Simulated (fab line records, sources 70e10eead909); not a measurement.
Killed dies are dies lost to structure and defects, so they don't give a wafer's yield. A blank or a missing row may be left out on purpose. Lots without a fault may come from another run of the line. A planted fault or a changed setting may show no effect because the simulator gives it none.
fab line records | flow nand_harc
record lots=6 wafers=18 last_day=25
route steps=1159 shown A_CONTACT@929 END@1159
lots that met no fault: from a run of the same line without faults
start_h: hours from the record's first day to the start of the lot's first wafer shown | wait_h: hours since the lot's step before | " the same as in the row above | L1.1+2: a row that stands for several wafers | - no value, or no start given | * or withheld: withheld | < > ~ a bound
route shown NAME@n: a module of which the file shows steps, and the number in the route of the first | usual: mean/standard deviation of fault-free wafers | same: alike in all rows | chamber/n: place in a boat | sites: the reading at each site | _std_site: their standard deviation | _edge_site: outer sites' mean less inner sites' | radius_mm: how far each site lies from the wafer's centre | mask NAME#n: copy n | behind: the tool/chamber that last shaped the wafer | hold: why the lot was held/for how many hours/how that ended | device: the transistor (n, p or np) that didn't switch | end of line: the same wafers' tests at the end of the route | a step without rows: its recipe alone | killed: dies lost to structure and defects at the first sort, not the wafer's yield | map: a wafer's dies, x killed, . not, _ none there
set.NAME: the setting as run; set.NAME@STEP: as run at that earlier step | model.NAME: the simulator's own value behind a step, which no gauge read
lots at some steps of the route; a table a step, a row a wafer
services: from which hour (start_h, from the record's first day; less than 0 if before it) a tool's chamber was out of use, for how many hours, and why
## steps
# step NHARC_A_CONTACT_COAT_02
# recipe spin_rpm=1500 resist_thk_nm=90
# step NHARC_A_CONTACT_SOFTBAKE_03
# recipe temp_c=105 time_s=55
# step NHARC_A_CONTACT_EBR_04
# step NHARC_A_CONTACT_EXPOSE_05
# recipe na=1.35 sigma_outer=0.8 dose_mj=84.24 mask_id=A_CC
# step NHARC_A_CONTACT_PEB_06
# recipe peb_temp_c=100 peb_time_s=65
# step NHARC_A_CONTACT_DEVELOP_07
# recipe develop_time_s=35 dev_temp_c=23
# step NHARC_A_CONTACT_CD_MEAS_08
# recipe target_cd_nm=100 landing_energy_ev=500
# usual cd_nm=99.9/0.59
# columns lot.wafer tool chamber start_h wait_h cd_nm
L706.1 cd_sem-03 0 429.03 - 100.0
L706.3 " 0 " " 99.6
L706.4 " 0 " " 99.8
L705.2 cd_sem-03 0 435.67 - 100.7
L705.4 " 0 " " 99.9
L705.6 " 0 " " 99.4
L709.1 cd_sem-01 0 446.98 - 99.1
L709.5 " 0 " " 99.5
L709.6 " 0 " " 99.3
L711.1 cd_sem-02 0 452.32 - 99.7
L711.3 " 0 " " 99.4
L711.6 " 0 " " 99.2
L719.1 cd_sem-02 0 495.38 - 100.1
L719.5 " 0 " " 99.6
L719.6 " 0 " " 99.8
L718.3 cd_sem-03 0 521.29 - 100.0
L718.4 " 0 " " 101.1
L718.6 " 0 " " 100.1
# step NHARC_A_CONTACT_OVL_MEAS_09
# usual overlay_x_nm=0.0/0.9 overlay_y_nm=0.1/0.88
# columns lot.wafer tool chamber start_h wait_h overlay_x_nm overlay_y_nm
L706.1 overlay-01 - 429.13 - -0.9 0.2
L706.3 " - " " -0.4 0.7
L706.4 " - " " -0.4 1.1
L705.2 overlay-01 - 435.75 - -1.3 -0.6
L705.4 " - " " -0.9 -1.0
L705.6 " - " " -1.5 -1.5
L709.1 overlay-02 - 447.07 - -1.0 1.0
L709.5 " - " " -0.3 0.8
L709.6 " - " " -0.8 0.6
L711.1 overlay-01 - 452.41 - 2.0 -1.4
L711.3 " - " " 2.2 -1.1
L711.6 " - " " 2.9 -1.4
L719.1 overlay-02 - 495.48 - 0.6 0.3
L719.5 " - " " 0.1 0.1
L719.6 " - " " 0.4 0.5
L718.3 overlay-01 - 521.38 - 0.0 -0.7
L718.4 " - " " 0.1 -0.2
L718.6 " - " " -0.2 -0.3
# step NHARC_A_CONTACT_INSPECT_10
# usual raw_defect_count=28/15
# columns lot.wafer tool chamber start_h wait_h raw_defect_count
L706.1 defect_inspect-01 - 429.17 0.0 21
L706.3 " - " " 27
L706.4 " - " " 23
L705.2 defect_inspect-01 - 435.79 0.0 13
L705.4 " - " " 9
L705.6 " - " " 7
L709.1 defect_inspect-01 - 447.11 0.0 25
L709.5 " - " " 27
L709.6 " - " " 29
L711.1 defect_inspect-02 - 452.46 0.1 14
L711.3 " - " " 18
L711.6 " - " " 15
L719.1 defect_inspect-02 - 495.52 0.0 59
L719.5 " - " " 63
L719.6 " - " " 45
L718.3 defect_inspect-01 - 521.42 0.0 37
L718.4 " - " " 40
L718.6 " - " " 32
# step NHARC_A_CONTACT_DESCUM_13
# recipe time_s=3 o2_flow_sccm=200 ar_flow_sccm=0 bias_power_w=0 chemistry=O2
# usual drypump_motor_current_A=5.5/0.5 oes_product_au=1.001/0.011 rf_vpp_V=57.7/0.86 showerhead_plenum_p_Torr=1.92/0.099 throttle_valve_pct=11.313/0.0091
# columns lot.wafer tool chamber start_h wait_h drypump_motor_current_A oes_product_au rf_hours_counter_h rf_vpp_V showerhead_plenum_p_Torr throttle_valve_pct
L706.3 rie_diel-08 0 429.23 0.1 5.8 1.002 46 56.4 2.06 11.320
L706.1 " 1 " " 5.4 1.016 41 57.7 1.96 11.309
L706.4 " 3 " " 5.1 1.003 38 57.8 1.83 11.316
L705.2 rie_diel-11 3 435.96 0.2 4.8 0.998 27 58.4 1.80 11.323
L705.4 " 1 " " 6.4 0.988 - 58.0 1.86 11.307
L705.6 " 2 " " 6.0 0.983 - 57.0 1.88 11.302
L709.1 rie_diel-08 3 447.18 0.1 5.1 0.993 49 57.7 1.83 11.310
L709.5 " 2 " " 4.8 0.999 - 57.2 2.00 11.311
L709.6 " 3 " " 5.1 0.998 - 58.5 1.83 11.314
L711.3 rie_diel-13 2 452.53 0.1 6.2 1.002 30 56.8 1.76 11.298
L711.1 " 3 " " 5.6 0.997 29 57.9 1.99 11.312
L711.6 " 2 " " 6.2 1.006 - 56.8 1.76 11.313
L719.1 rie_diel-11 3 495.58 0.1 4.8 1.001 50 57.0 1.79 11.301
L719.5 " 3 " " 4.8 1.002 - 56.2 1.79 11.316
L719.6 " 0 " " 5.9 1.005 - 57.3 1.77 11.321
L718.4 rie_diel-13 2 521.48 0.1 6.2 1.018 11 58.1 2.07 11.328
L718.3 " 0 " " 5.1 1.004 11 56.7 1.81 11.327
L718.6 " 2 " " 6.2 1.004 - 57.6 2.07 11.319
# step NHARC_A_CONTACT_ETCH_88
# recipe target_depth_a=390 over_etch_frac=0.3 time_s=65 ion_energy_ev=80 cf4_flow_sccm=150 ar_flow_sccm=0 rf_w=300 bias_w=100 chemistry=CF4
# usual drypump_motor_current_A=5.5/0.5 oes_product_au=1.000/0.01 rf_vpp_V=151.3/1.4 run_length_s=86.3/0.5 showerhead_plenum_p_Torr=1.77/0.084 throttle_valve_pct=13.284/0.0086
# same over_etch_frac=0.3
# columns lot.wafer tool chamber start_h wait_h drypump_motor_current_A oes_product_au rf_hours_counter_h rf_vpp_V run_length_s showerhead_plenum_p_Torr throttle_valve_pct
L706.1 rie_diel-08 1 429.31 0.1 5.4 1.018 41 151.6 85.7 1.81 13.279
L706.4 " 2 " " 4.8 1.001 45 152.8 85.2 1.84 13.283
L706.3 " 3 " " 5.1 1.009 38 150.1 86.7 1.70 13.288
L705.2 rie_diel-11 2 436.17 0.2 6.0 1.000 25 151.0 86.9 1.74 13.280
L705.4 " 2 " " 6.0 0.984 - 150.8 87.2 1.74 13.299
L705.6 " 3 " " 4.8 1.008 - 148.6 87.0 1.67 13.276
L709.1 rie_diel-08 1 447.25 0.1 5.4 0.994 50 150.7 86.0 1.80 13.267
L709.5 " 1 " " 5.4 1.007 - 150.8 85.7 1.80 13.288
L709.6 " 2 " " 4.8 1.005 - 153.6 85.7 1.84 13.285
L711.1 rie_diel-13 3 452.61 0.1 5.6 1.001 29 151.1 86.7 1.83 13.279
L711.3 " 0 " " 5.1 0.996 29 149.5 86.5 1.68 13.280
L711.6 " 0 " " 5.1 0.986 - 151.1 86.7 1.68 13.285
L719.1 rie_diel-11 2 495.76 0.2 6.0 0.994 49 152.2 87.0 1.73 13.300
L719.5 " 3 " " 4.8 0.999 - 149.5 86.3 1.66 13.276
L719.6 " 2 " " 6.0 0.994 - 149.8 87.1 1.73 13.293
L718.4 rie_diel-13 2 521.69 0.2 6.2 1.025 11 153.3 86.3 1.91 13.292
L718.3 " 3 " " 5.6 0.991 12 153.6 86.7 1.83 13.287
L718.6 " 1 " " 6.1 0.988 - 150.5 85.8 1.78 13.275
# step NHARC_A_CONTACT_ETCH_89
# recipe target_depth_a=2600 over_etch_frac=0.3 time_s=475.3 ion_energy_ev=200 n2_flow_sccm=150 h2_flow_sccm=150 ar_flow_sccm=0 rf_w=400 bias_w=150 chemistry=N2/H2
# usual drypump_motor_current_A=5.5/0.49 n2_flow_sccm=150.0/0.43 oes_product_au=1.001/0.0089 rf_vpp_V=430.4/2.9 run_length_s=496.6/0.5 showerhead_plenum_p_Torr=2.04/0.11 throttle_valve_pct=14.172/0.0093
# same over_etch_frac=0.3
# columns lot.wafer tool chamber start_h wait_h drypump_motor_current_A n2_flow_sccm oes_product_au rf_hours_counter_h rf_vpp_V run_length_s showerhead_plenum_p_Torr throttle_valve_pct
L706.4 rie_diel-08 2 - - 4.8 149.5 0.997 45 433.1 495.5 2.13 14.168
L706.1 " 3 " " 5.1 150.3 0.997 38 427.7 496.6 1.95 14.169
L706.3 " 0 " " 5.7 149.9 0.982 47 435.4 496.4 2.20 14.174
L705.2 rie_diel-11 3 - - 4.8 150.0 0.996 27 426.8 497.1 1.92 14.181
L705.4 " 3 " " 4.8 151.0 0.995 - 427.2 497.4 1.91 14.179
L705.6 " 1 " " 6.4 151.6 0.992 - 427.3 496.9 1.98 14.173
L709.1 rie_diel-08 1 - - 5.4 150.2 1.009 50 430.8 496.1 2.08 14.174
L709.6 " 2 " " 4.8 150.1 1.004 - 432.0 495.4 2.13 14.168
L709.5 " 3 " " 5.1 150.3 1.001 - 427.7 496.9 1.94 14.174
L711.1 rie_diel-13 3 - - 5.6 149.9 1.001 29 431.0 496.9 2.12 14.189
L711.3 " 0 " " 5.1 150.4 0.999 30 427.2 497.2 1.93 14.160
L711.6 " 2 " " 6.2 150.2 1.012 - 425.7 496.6 1.87 14.168
L719.1 rie_diel-11 3 - - 4.8 149.4 1.004 50 427.3 496.9 1.91 14.164
L719.5 " 2 " " 6.1 149.6 0.980 - 429.6 497.2 1.99 14.161
L719.6 " 3 " " 4.8 150.4 0.995 - 426.6 496.7 1.91 14.168
L718.4 rie_diel-13 1 - - 6.0 150.7 0.996 10 431.1 496.1 2.06 14.166
L718.3 " 2 " " 6.2 150.1 1.011 11 435.4 497.1 2.21 14.164
L718.6 " 0 " " 5.1 149.7 1.008 - 426.9 496.8 1.92 14.181
# step NHARC_A_CONTACT_ETCH_30
# recipe target_depth_a=605 time_s=30.2 cf4_flow_sccm=100 chf3_flow_sccm=30 ar_flow_sccm=0 rf_w=500 bias_w=200 chemistry=CF4/CHF3
# usual chf3_flow_sccm=30.00/0.092 drypump_motor_current_A=5.5/0.5 oes_product_au=0.936/0.022 rf_vpp_V=370.7/2.7 run_length_s=51.5/0.48 showerhead_plenum_p_Torr=1.58/0.076 throttle_valve_pct=16.803/0.0095
# columns lot.wafer tool chamber start_h wait_h chf3_flow_sccm drypump_motor_current_A oes_product_au rf_hours_counter_h rf_vpp_V run_length_s showerhead_plenum_p_Torr throttle_valve_pct
L706.1 rie_diel-08 2 429.77 - 30.05 4.9 0.919 45 373.5 50.6 1.64 16.803
L706.3 " 3 " " 29.91 5.1 0.916 38 368.1 51.4 1.51 16.807
L706.4 " 1 " " 29.99 5.4 0.929 41 371.0 50.8 1.61 16.803
L705.2 rie_diel-11 3 437.30 - 30.01 4.8 0.920 28 367.4 52.0 1.48 16.794
L705.4 " 3 " " 30.08 4.8 0.919 - 368.0 51.7 1.48 16.802
L705.6 " 1 " " 30.00 6.4 0.931 - 369.5 51.6 1.53 16.795
L709.1 rie_diel-08 3 447.69 - 29.95 5.1 0.926 49 366.5 51.5 1.51 16.806
L709.5 " 3 " " 30.00 5.1 0.919 - 367.9 51.4 1.50 16.823
L709.6 " 0 " " 30.03 5.7 0.915 - 374.0 45.5 1.69 16.792
L711.1 rie_diel-08 0 453.10 - 29.97 5.7 0.997 57 375.0 45.4 1.69 16.800
L711.3 " 2 " " 29.84 4.8 1.006 58 374.0 50.3 1.64 16.808
L711.6 " 1 " " 30.04 5.4 1.005 - 371.7 50.8 1.60 16.812
L719.1 rie_diel-11 2 496.68 - 30.12 6.0 0.919 50 369.9 52.4 1.54 16.816
L719.6 " 0 " " 30.02 5.9 0.932 - 365.6 51.0 1.46 16.813
L719.5 " 1 " " 29.92 6.4 0.915 - 369.6 51.3 1.52 16.822
L718.4 rie_diel-13 0 522.12 - 30.08 5.1 0.963 11 367.3 51.8 1.49 16.796
L718.3 " 3 " " 29.87 5.6 0.937 12 372.9 51.6 1.63 16.804
L718.6 " 0 " " 30.04 5.1 0.965 - 368.1 51.9 1.49 16.795
# step NHARC_A_CONTACT_ETCH_31
# recipe target_depth_a=20000 over_etch_frac=0.3 time_s=520 ion_energy_ev=150 o2_flow_sccm=400 cos_flow_sccm=20 ar_flow_sccm=0 rf_w=500 bias_w=300 chemistry=O2/COS
# usual drypump_motor_current_A=5.5/0.51 oes_product_au=1.002/0.0099 rf_vpp_V=314.2/2.2 run_length_s=541.2/0.52 showerhead_plenum_p_Torr=3.13/0.15 throttle_valve_pct=28.330/0.0086
# same over_etch_frac=0.3
# columns lot.wafer tool chamber start_h wait_h drypump_motor_current_A oes_product_au rf_hours_counter_h rf_vpp_V run_length_s showerhead_plenum_p_Torr throttle_valve_pct
L706.1 rie_diel-08 1 - - 5.4 1.008 43 315.8 540.7 3.19 28.319
L706.4 " 2 " " 4.9 1.007 47 314.9 540.2 3.25 28.308
L706.3 " 3 " " 5.1 1.010 39 312.8 541.5 2.99 28.346
L705.2 rie_diel-11 3 - - 4.8 0.996 28 311.0 541.3 2.95 28.329
L705.6 " 3 " " 4.8 0.995 - 312.1 541.8 2.94 28.341
L705.4 " 1 " " 6.4 0.994 - 311.8 541.3 3.03 28.329
L709.1 rie_diel-08 0 - - 5.7 1.004 55 316.7 541.5 3.34 28.323
L709.6 " 2 " " 4.9 1.001 - 314.5 540.6 3.25 28.318
L709.5 " 3 " " 5.1 0.992 - 312.5 541.5 2.99 28.339
L711.3 rie_diel-08 1 - - 5.4 1.010 52 316.9 540.7 3.18 28.339
L711.1 " 0 " " 5.7 0.994 57 317.1 541.2 3.34 28.326
L711.6 " 2 " " 4.8 1.003 - 316.1 540.4 3.25 28.328
L719.1 rie_diel-11 0 - - 6.0 0.996 51 311.4 541.1 2.90 28.336
L719.5 " 1 " " 6.4 0.991 - 313.1 541.1 3.02 28.317
L719.6 " 2 " " 6.0 0.989 - 313.7 542.3 3.05 28.320
L718.3 rie_diel-13 1 - - 6.0 1.003 10 314.1 540.9 3.15 28.333
L718.4 " 2 " " 6.2 1.018 11 316.5 541.4 3.37 28.324
L718.6 " 2 " " 6.2 1.026 - 316.6 541.1 3.37 28.331
# step NHARC_END_SORT_01
# recipe temp_c=25
# usual killed_at_array=27/12 killed_at_other=0.5/0.9 killed_at_periphery=3.7/2.7 killed_dies=31/12 killed_open=3.3/2 killed_short=2.0/1.4
# same gross_dies=677
# columns lot.wafer tool chamber start_h wait_h killed_at_array killed_at_other killed_at_periphery killed_dies killed_open killed_short
L709.6 prober-01 0 507.48 3.9 37 0 4 41 6 2
L711.1 prober-01 0 511.33 2.5 11 0 1 12 1 3
L711.3 prober-01 0 512.92 3.1 24 1 1 26 5 2
L711.6 prober-01 0 515.29 4.0 15 0 4 19 6 1
# killed by level:class
L709.6 A_SLIT:chamber_film_flake=18 A_CONTACT:chamber_film_flake=8 A_CONTACT:geometric_particle:open=2 A_M0:geometric_particle:open=2 A_STAIRCASE:chamber_film_flake=2 P_STI:geometric_particle:short=1 P_STI:geometric_particle:open=1 A_WL_FILL:geometric_particle:short=1
L711.1 A_CHANNEL_HOLE_D1:chamber_film_flake=2 A_STAIRCASE:chamber_film_flake=2 A_ONON_D1:geometric_particle:open=1 A_SGD_CUT:geometric_particle:short=1 A_CONTACT:geometric_particle:short=1 A_M1:geometric_particle:short=1 P_STI:chamber_film_flake=1 A_ZERO_WELL:chamber_film_flake=1
L711.3 A_STAIRCASE:chamber_film_flake=12 A_CHANNEL_HOLE_D1:chamber_film_flake=3 A_CHANNEL_FILL_D1:geometric_particle:open=2 A_M0:geometric_particle:open=2 A_CHANNEL_FILL_D1:geometric_particle:short=1 A_WL_FILL:geometric_particle:short=1 A_CONTACT:geometric_particle:open=1 P_STI:chamber_film_flake=1
L711.6 A_CONTACT:chamber_film_flake=7 A_WL_FILL:geometric_particle:open=2 P_GATE:geometric_particle:open=1 A_CHANNEL_FILL_D1:geometric_particle:open=1 A_CONTACT:geometric_particle:short=1 A_CONTACT:geometric_particle:open=1 A_BLC:geometric_particle:open=1 P_ZERO_WELL:chamber_film_flake=1
## services
# columns tool chamber start_h hours kind
rie_diel-08 0 410.29 - clean
rie_diel-08 1 410.29 - clean
rie_diel-08 2 410.29 - clean
rie_diel-08 3 410.29 - clean
rie_diel-08 0 435.16 - clean
rie_diel-08 1 435.16 - clean
rie_diel-08 2 435.16 - clean
rie_diel-08 3 435.16 - clean
rie_diel-13 - 453.08 9.0 pm
rie_diel-08 0 459.66 - clean
rie_diel-08 1 459.66 - clean
rie_diel-08 2 459.66 - clean
rie_diel-08 3 459.66 - clean
rie_diel-08 - 480.12 9.0 pm
rie_diel-08 0 480.12 9.0 vent_cycle
rie_diel-08 1 480.12 9.0 vent_cycle
rie_diel-08 2 480.12 9.0 vent_cycle
rie_diel-08 3 480.12 9.0 vent_cycle
rie_diel-08 0 489.12 - clean
rie_diel-08 1 489.12 - clean
rie_diel-08 2 489.12 - clean
rie_diel-08 3 489.12 - clean
rie_diel-08 3 489.12 - consumable_replace:focus_ring
rie_diel-11 1 492.62 4.0 repair
## key
first_sign step=NHARC_A_CONTACT_ETCH_30 reading=run_length_s direction=down sigmas=12 usual=* struck=*
effect none on later readings
met_at NHARC_A_CONTACT_ETCH_30
struck_wafers L709.6,L711.1
tester_left_out L709,L711
fault kind=process_parameter_drift tool=rie_diel-08 chamber=0 onset_h=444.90 steps=NHARC_A_CONTACT_ETCH_30 channel=time_s offset=* shape=step end_h=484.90 acts_in=* stated=*
# tester_left_out: of these lots the tester's yield and bins aren't shown, on N5 and GAA mostly nor the transistor test; their killed dies are dies lost to structure and defects alone, not to doping, threshold or leakage, so they don't give the yield
